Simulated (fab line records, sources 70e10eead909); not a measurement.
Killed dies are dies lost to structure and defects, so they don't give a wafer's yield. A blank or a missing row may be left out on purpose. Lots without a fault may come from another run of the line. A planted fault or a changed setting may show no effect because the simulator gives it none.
fab line records | flow nand_harc
record lots=12 wafers=36 last_day=33
route steps=1302 shown A_WL_FILL@958 A_CONTACT@1000 END@1302
lots that met no fault: from a run of the same line without faults
start_h: hours from the record's first day to the start of the lot's first wafer shown | wait_h: hours since the lot's step before | " the same as in the row above | L1.1+2: a row that stands for several wafers | - no value, or no start given | * or withheld: withheld | < > ~ a bound
route shown NAME@n: a module of which the file shows steps, and the number in the route of the first | usual: mean/standard deviation of fault-free wafers | same: alike in all rows | chamber/n: place in a boat | sites: the reading at each site | _std_site: their standard deviation | _edge_site: outer sites' mean less inner sites' | radius_mm: how far each site lies from the wafer's centre | mask NAME#n: copy n | behind: the tool/chamber that last shaped the wafer | hold: why the lot was held/for how many hours/how that ended | device: the transistor (n, p or np) that didn't switch | end of line: the same wafers' tests at the end of the route | a step without rows: its recipe alone | killed: dies lost to structure and defects at the first sort, not the wafer's yield | map: a wafer's dies, x killed, . not, _ none there
set.NAME: the setting as run; set.NAME@STEP: as run at that earlier step | model.NAME: the simulator's own value behind a step, which no gauge read
steps of the route over a sample of lots; a table a step, a row a wafer
services: from which hour (start_h, from the record's first day; less than 0 if before it) a tool's chamber was out of use, for how many hours, and why
## steps
# step NHARC_A_WL_FILL_ETCHBACK_05
# recipe target_depth_a=220 time_s=60 temp_c=40 chemistry=Cl2/BCl3
# usual drypump_motor_current_A=5.6/0.37 oes_product_au=1.001/0.013
# same time_s=60
# columns lot.wafer tool chamber start_h wait_h drypump_motor_current_A oes_product_au rf_hours_counter_h
L680.2 rie_metal-01 1 462.73 0.2 5.0 0.992 0.4
L680.4 " 0 " " 5.7 1.012 -
L680.6 " 0 " " 5.7 1.000 -
L681.2 rie_metal-01 0 473.72 0.2 5.7 0.996 0.9
L681.4 " 1 " " 5.0 0.982 -
L681.6 " 1 " " 5.0 0.986 -
L685.2 rie_metal-02 1 503.15 0.2 5.6 0.995 0.7
L685.5 " 0 " " 5.8 0.987 -
L685.6 " 1 " " 5.6 1.004 -
L686.1 rie_metal-01 1 548.18 0.2 5.0 0.977 2.1
L686.2 " 0 " " 5.7 0.990 2.1
L686.3 " 0 " " 5.7 0.991 -
L690.1 rie_metal-01 0 572.49 0.2 5.7 0.992 3.0
L690.3 " 1 " " 5.0 0.980 -
L690.6 " 0 " " 5.7 0.996 -
L692.4 rie_metal-01 1 580.17 0.2 5.0 0.990 -
L692.6 " 1 " " 5.0 0.990 -
L692.5 " 0 " " 5.7 0.987 -
L694.1 rie_metal-03 1 610.60 0.2 6.2 1.018 1.3
L694.3 " 0 " " 5.9 1.010 -
L694.5 " 0 " " 5.9 1.009 -
L696.1 rie_metal-02 0 614.30 0.2 5.8 0.981 2.5
L696.4 " 0 " " 5.8 0.994 -
L696.6 " 1 " " 5.6 1.002 -
L693.3 rie_metal-03 1 614.50 0.2 6.2 1.014 -
L693.6 " 1 " " 6.2 1.021 -
L693.5 " 0 " " 5.9 1.014 -
L695.2 rie_metal-02 1 623.84 0.2 5.6 0.995 2.8
L695.4 " 1 " " 5.6 1.001 -
L695.6 " 1 " " 5.6 0.990 -
L701.1 rie_metal-03 0 664.26 0.2 5.9 1.017 2.4
L701.2 " 1 " " 6.2 1.031 2.4
L701.6 " 1 " " 6.2 1.021 -
L702.2 rie_metal-01 1 684.26 0.2 5.0 1.015 1.4
L702.5 " 1 " " 5.0 1.007 -
L702.6 " 0 " " 5.7 0.995 -
# step NHARC_A_CONTACT_DESCUM_47
# recipe time_s=3 o2_flow_sccm=200 ar_flow_sccm=0 bias_power_w=0 chemistry=O2
# usual drypump_motor_current_A=5.6/0.58 o2_flow_sccm=200.0/0.49 oes_product_au=0.998/0.0095 rf_vpp_V=58.0/0.91 showerhead_plenum_p_Torr=1.94/0.1 throttle_valve_pct=11.311/0.0085
# same time_s=3
# columns lot.wafer tool chamber start_h wait_h hold drypump_motor_current_A o2_flow_sccm oes_product_au rf_hours_counter_h rf_vpp_V showerhead_plenum_p_Torr throttle_valve_pct
L680.4 rie_diel-10 2 484.77 0.1 - 5.2 200.2 1.008 21 57.8 2.07 11.314
L680.2 " 1 " " - 6.5 200.0 0.998 20 57.5 1.83 11.325
L680.6 " 3 " " - 6.7 199.7 0.991 - 58.0 1.98 11.314
L681.4 rie_diel-02 0 507.01 0.1 - 6.0 199.4 0.984 36 58.6 1.79 11.297
L681.2 " 1 " " - 5.4 199.1 0.998 35 58.6 2.02 11.307
L681.6 " 2 " " - 6.3 200.3 0.993 - 57.2 1.97 11.315
L685.2 rie_diel-13 2 530.55 0.1 - 5.7 200.1 0.989 0 59.0 2.02 11.293
L685.6 " 2 " " - 5.7 200.1 0.999 - 58.2 2.02 11.311
L685.5 " 3 " " - 4.8 200.7 1.000 - 57.8 1.80 11.310
L686.2 rie_diel-13 3 571.62 0.1 - 4.8 199.9 0.999 6 57.2 1.80 11.291
L686.1 " 0 " " - 5.1 199.1 1.013 5 57.7 2.07 11.319
L686.3 " 1 " " - 5.7 199.8 0.990 5 56.4 1.94 11.310
L690.1 rie_diel-10 0 598.18 1.3 await_dispo/1.0h/release 5.5 199.8 0.990 60 57.2 1.96 11.301
L690.3 " 3 " " await_dispo/1.0h/release 6.8 200.2 0.999 51 59.2 1.97 11.311
L690.6 " 1 " " await_dispo/1.0h/release 6.4 199.3 1.000 - 59.0 1.81 11.327
L692.5 rie_diel-02 2 609.42 4.3 await_dispo/4.2h/release 6.3 200.0 0.991 - 57.5 1.96 11.312
L692.6 " 3 " " await_dispo/4.2h/release 5.3 200.4 0.992 - 58.2 1.88 11.310
L692.4 " 1 " " await_dispo/4.2h/release 5.3 199.1 0.992 - 60.1 2.01 11.324
L694.3 rie_diel-13 3 635.19 0.1 - 4.8 200.0 0.996 18 56.8 1.79 11.311
L694.1 " 1 " " - 5.7 199.0 0.986 20 56.9 1.94 11.297
L694.5 " 0 " " - 5.1 199.6 1.013 - 57.4 2.07 11.310
L696.1 rie_diel-10 2 635.51 0.1 - 5.1 199.7 0.987 12 59.1 2.05 11.298
L696.6 " 1 " " - 6.5 199.0 1.008 - 57.2 1.81 11.305
L696.4 " 3 " " - 6.7 200.5 1.007 - 59.4 1.97 11.310
L693.3 rie_diel-13 3 638.32 0.1 - 4.8 199.5 0.987 19 58.3 1.79 11.302
L693.5 " 2 " " - 5.7 200.1 0.999 - 59.8 2.01 11.320
L693.6 " 3 " " - 4.8 199.7 0.996 - 58.1 1.79 11.305
L695.2 rie_diel-10 3 648.16 0.1 - 6.7 200.2 1.007 13 58.8 1.97 11.305
L695.4 " 0 " " - 5.5 200.0 1.006 11 58.1 1.95 11.312
L695.6 " 3 " " - 6.7 200.6 1.000 - 58.9 1.97 11.313
L701.2 rie_diel-13 3 690.27 0.1 - 4.8 199.8 0.991 28 58.4 1.79 11.314
L701.1 " 0 " " - 5.1 200.3 0.998 27 56.9 2.07 11.304
L701.6 " 1 " " - 5.7 199.0 0.991 - 57.7 1.93 11.323
L702.2 rie_diel-13 3 709.05 0.1 - 4.8 199.5 0.985 0 57.0 1.79 11.297
L702.6 " 3 " " - 4.8 199.6 0.978 - 56.5 1.79 11.316
L702.5 " 0 " " - 5.1 200.3 1.016 - 58.9 2.07 11.291
# step NHARC_A_CONTACT_ETCH_112
# recipe source_w=withheld pressure_mtorr=20 bias_v=3000 time_s=190 target_depth_a=18500 ar_flow_sccm=withheld c4f8_flow_sccm=withheld o2_flow_sccm=withheld chemistry=C4F8/O2/Ar
# same time_s=190
# columns lot.wafer tool chamber start_h wait_h rf_hours_counter_h
L680.2 har_cap_etch-03 1 486.82 0.2 39
L680.4 " 0 " " -
L680.6 " 0 " " -
L681.2 har_cap_etch-03 1 509.02 0.2 46
L681.4 " 1 " " -
L681.6 " 1 " " -
L685.2 har_cap_etch-01 1 532.60 0.2 4
L685.6 " 0 " " -
L685.5 " 1 " " -
L686.1 har_cap_etch-02 1 573.99 0.2 98
L686.2 " 0 " " 98
L686.3 " 1 " " -
L690.1 har_cap_etch-02 1 611.97 0.2 104
L690.3 " 0 " " -
L690.6 " 0 " " -
L692.4 har_cap_etch-02 0 612.18 0.2 -
L692.5 " 0 " " -
L692.6 " 1 " " -
L694.1 har_cap_etch-02 0 637.24 0.2 110
L694.3 " 1 " " -
L694.5 " 1 " " -
L696.1 har_cap_etch-03 0 637.54 0.2 67
L696.4 " 0 " " -
L696.6 " 0 " " -
L693.3 har_cap_etch-01 0 640.41 0.1 -
L693.6 " 1 " " -
L693.5 " 0 " " -
L695.2 har_cap_etch-01 0 650.19 0.2 24
L695.4 " 1 " " -
L695.6 " 0 " " -
L701.1 har_cap_etch-01 1 692.26 0.2 33
L701.2 " 0 " " 33
L701.6 " 0 " " -
L702.2 har_cap_etch-02 1 711.10 0.2 125
L702.6 " 0 " " -
L702.5 " 1 " " -
# step NHARC_A_CONTACT_ETCH_114
# recipe source_w=withheld pressure_mtorr=20 bias_v=3000 time_s=190 target_depth_a=18500 ar_flow_sccm=withheld c4f8_flow_sccm=withheld o2_flow_sccm=withheld chemistry=C4F8/O2/Ar
# same time_s=190
# columns lot.wafer tool chamber start_h wait_h rf_hours_counter_h
L680.2 har_cap_etch-03 1 487.17 0.1 39
L680.4 " 0 " " -
L680.6 " 0 " " -
L681.2 har_cap_etch-03 1 509.36 0.1 46
L681.4 " 1 " " -
L681.6 " 1 " " -
L685.2 har_cap_etch-01 1 532.94 0.1 4
L685.6 " 0 " " -
L685.5 " 1 " " -
L686.1 har_cap_etch-02 1 574.33 0.1 98
L686.2 " 0 " " 98
L686.3 " 1 " " -
L690.1 har_cap_etch-02 1 612.30 0.1 104
L690.3 " 0 " " -
L690.6 " 0 " " -
L692.4 har_cap_etch-02 0 612.52 0.1 -
L692.5 " 0 " " -
L692.6 " 1 " " -
L694.1 har_cap_etch-02 0 637.58 0.1 110
L694.3 " 1 " " -
L694.5 " 1 " " -
L696.1 har_cap_etch-03 0 637.88 0.1 67
L696.4 " 0 " " -
L696.6 " 0 " " -
L693.3 har_cap_etch-01 0 640.75 0.1 -
L693.6 " 1 " " -
L693.5 " 0 " " -
L695.2 har_cap_etch-01 0 650.54 0.1 24
L695.4 " 1 " " -
L695.6 " 0 " " -
L701.1 har_cap_etch-01 1 692.60 0.1 33
L701.2 " 0 " " 33
L701.6 " 0 " " -
L702.2 har_cap_etch-02 1 711.44 0.1 125
L702.6 " 0 " " -
L702.5 " 1 " " -
# step NHARC_A_CONTACT_ETCH_115
# recipe source_w=withheld pressure_mtorr=20 bias_v=3000 time_s=190 target_depth_a=18500 ar_flow_sccm=withheld c4f8_flow_sccm=withheld o2_flow_sccm=withheld chemistry=C4F8/O2/Ar
# same time_s=190
# columns lot.wafer tool chamber start_h wait_h rf_hours_counter_h
L680.2 har_cap_etch-03 1 487.33 0.1 39
L680.4 " 0 " " -
L680.6 " 0 " " -
L681.2 har_cap_etch-03 1 509.53 0.1 46
L681.4 " 1 " " -
L681.6 " 1 " " -
L685.2 har_cap_etch-01 1 533.12 0.1 4
L685.6 " 0 " " -
L685.5 " 1 " " -
L686.1 har_cap_etch-02 1 574.50 0.1 98
L686.2 " 0 " " 98
L686.3 " 1 " " -
L690.1 har_cap_etch-02 1 612.47 0.1 104
L690.3 " 0 " " -
L690.6 " 0 " " -
L692.4 har_cap_etch-02 0 612.69 0.1 -
L692.5 " 0 " " -
L692.6 " 1 " " -
L694.1 har_cap_etch-02 0 637.75 0.1 110
L694.3 " 1 " " -
L694.5 " 1 " " -
L696.1 har_cap_etch-03 0 638.05 0.1 67
L696.4 " 0 " " -
L696.6 " 0 " " -
L693.3 har_cap_etch-01 0 640.92 0.1 -
L693.6 " 1 " " -
L693.5 " 0 " " -
L695.2 har_cap_etch-01 0 650.71 0.1 25
L695.4 " 1 " " -
L695.6 " 0 " " -
L701.1 har_cap_etch-01 1 692.78 0.1 33
L701.2 " 0 " " 33
L701.6 " 0 " " -
L702.2 har_cap_etch-02 1 711.61 0.1 125
L702.6 " 0 " " -
L702.5 " 1 " " -
# step NHARC_END_SORT_01
# recipe temp_c=25
# usual killed_at_array=55/12 killed_at_other=1.0/1.2 killed_at_periphery=3.9/2.6 killed_dies=60/12 killed_open=3.3/1.9 killed_short=2.5/1.8
# same gross_dies=677
# columns lot.wafer tool chamber start_h wait_h killed_at_array killed_at_other killed_at_periphery killed_dies killed_open killed_short
L690.1 prober-02 0 693.89 2.5 128 1 2 131 2 2
L690.3 prober-02 0 695.50 3.1 91 2 2 95 1 3
L690.6 prober-02 0 697.91 4.0 132 1 2 135 2 2
L692.4 prober-01 0 696.38 3.4 88 1 1 90 3 4
L692.5 prober-01 0 697.19 3.7 113 0 5 118 6 1
L692.6 prober-01 0 698.00 4.0 81 0 1 82 4 1
# killed by level:class
L690.1 A_WL_FILL:unspecified=82 A_CHANNEL_HOLE_D1:chamber_film_flake=27 A_CHANNEL_HOLE_D2:chamber_film_flake=12 A_CONTACT:chamber_film_flake=5 P_CONTACT:geometric_particle:open=1 A_CHANNEL_HOLE_D2:geometric_particle:open=1 A_CHANNEL_FILL_D2:geometric_particle:short=1 STARTING-WAFER:geometric_particle:short=1
L690.3 A_WL_FILL:unspecified=36 A_CHANNEL_HOLE_D1:chamber_film_flake=26 A_CHANNEL_HOLE_D2:chamber_film_flake=17 A_CONTACT:chamber_film_flake=4 A_SLIT:chamber_film_flake=3 P_M0:geometric_particle:open=1 A_SOURCE_PLATE:geometric_particle:short=1 A_WL_FILL:geometric_particle:short=1
L692.4 A_WL_FILL:unspecified=41 A_CHANNEL_HOLE_D1:chamber_film_flake=28 A_CONTACT:chamber_film_flake=8 A_M0:chamber_film_flake=2 P_M2:geometric_particle:open=1 A_ONON_D1:geometric_particle:open=1 A_CHANNEL_FILL_D1:geometric_particle:short=1 A_ONON_D2:geometric_particle:short=1
L692.5 A_WL_FILL:unspecified=75 A_CHANNEL_HOLE_D1:chamber_film_flake=23 A_CONTACT:chamber_film_flake=7 P_M0:geometric_particle:open=3 A_SLIT:chamber_film_flake=2 A_STAIRCASE:chamber_film_flake=2 P_GATE:geometric_particle:short=1 P_CONTACT:geometric_particle:open=1
L690.6 A_WL_FILL:unspecified=78 A_CHANNEL_HOLE_D1:chamber_film_flake=26 A_CHANNEL_HOLE_D2:chamber_film_flake=18 A_SLIT:chamber_film_flake=3 A_ZERO_WELL:chamber_film_flake=2 P_CONTACT:geometric_particle:open=1 A_CHANNEL_FILL_D2:geometric_particle:open=1 A_SGD_CUT:geometric_particle:short=1
L692.6 A_WL_FILL:unspecified=40 A_CHANNEL_HOLE_D1:chamber_film_flake=28 A_CONTACT:chamber_film_flake=6 P_M0:geometric_particle:open=1 A_DECK1_JOINT:geometric_particle:open=1 A_WL_FILL:geometric_particle:open=1 A_WL_FILL:geometric_particle:short=1 A_CONTACT:geometric_particle:open=1
## services
# columns tool chamber start_h hours kind
rie_diel-10 1 444.88 5.8 repair
rie_metal-02 - 454.07 9.0 pm
rie_diel-13 0 454.68 5.0 repair
rie_diel-13 0 469.43 4.0 repair
har_cap_etch-02 - 489.88 1.1 repair
har_cap_etch-01 - 498.43 17.0 pm
rie_metal-03 - 519.00 9.0 pm
rie_diel-13 - 519.10 9.0 pm
rie_diel-02 - 529.25 1.3 repair
rie_diel-10 3 562.48 11.0 repair
rie_diel-13 2 568.16 8.0 repair
rie_diel-10 - 601.03 9.0 pm
rie_diel-02 0 602.62 32.6 repair
rie_metal-01 - 609.81 9.0 pm
rie_metal-03 - 628.89 0.4 repair
rie_metal-02 - 631.07 9.0 pm
rie_diel-10 0 633.93 1.8 repair
rie_diel-13 - 657.37 2.3 repair
rie_diel-02 1 662.03 4.3 repair
rie_diel-10 1 671.73 10.6 repair
rie_diel-02 1 679.68 2.1 repair
rie_diel-02 2 688.57 2.7 repair
rie_metal-03 - 696.00 9.0 pm
rie_diel-13 - 696.25 9.0 pm
## key
first_sign step=NHARC_END_SORT_01 reading=killed_at_array direction=up sigmas=4.2 usual=55 struck=106
effect step=NHARC_END_SORT_01 reading=killed_dies direction=up sigmas=4.1 usual=60 struck=108
more_kills_born_at NHARC_A_WL_FILL_ETCHBACK_05@rie_metal-01=352
met_at NHARC_A_WL_FILL_ETCHBACK_05
struck_lots L690,L692
tester_left_out L690,L692
not_acting_at NHARC_A_CONTACT_ETCH_112,NHARC_A_CONTACT_ETCH_114,NHARC_A_CONTACT_ETCH_115
onset_between 548.18 572.49
fault kind=chamber_particle_source tool=rie_metal-01 chamber=- onset_h=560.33 steps=NHARC_A_WL_FILL_ETCHBACK_05 rate_per_visit_cm2=0.61648 end_h=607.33
# tester_left_out: of these lots the tester's yield and bins aren't shown, on N5 and GAA mostly nor the transistor test; their killed dies are dies lost to structure and defects alone, not to doping, threshold or leakage, so they don't give the yield
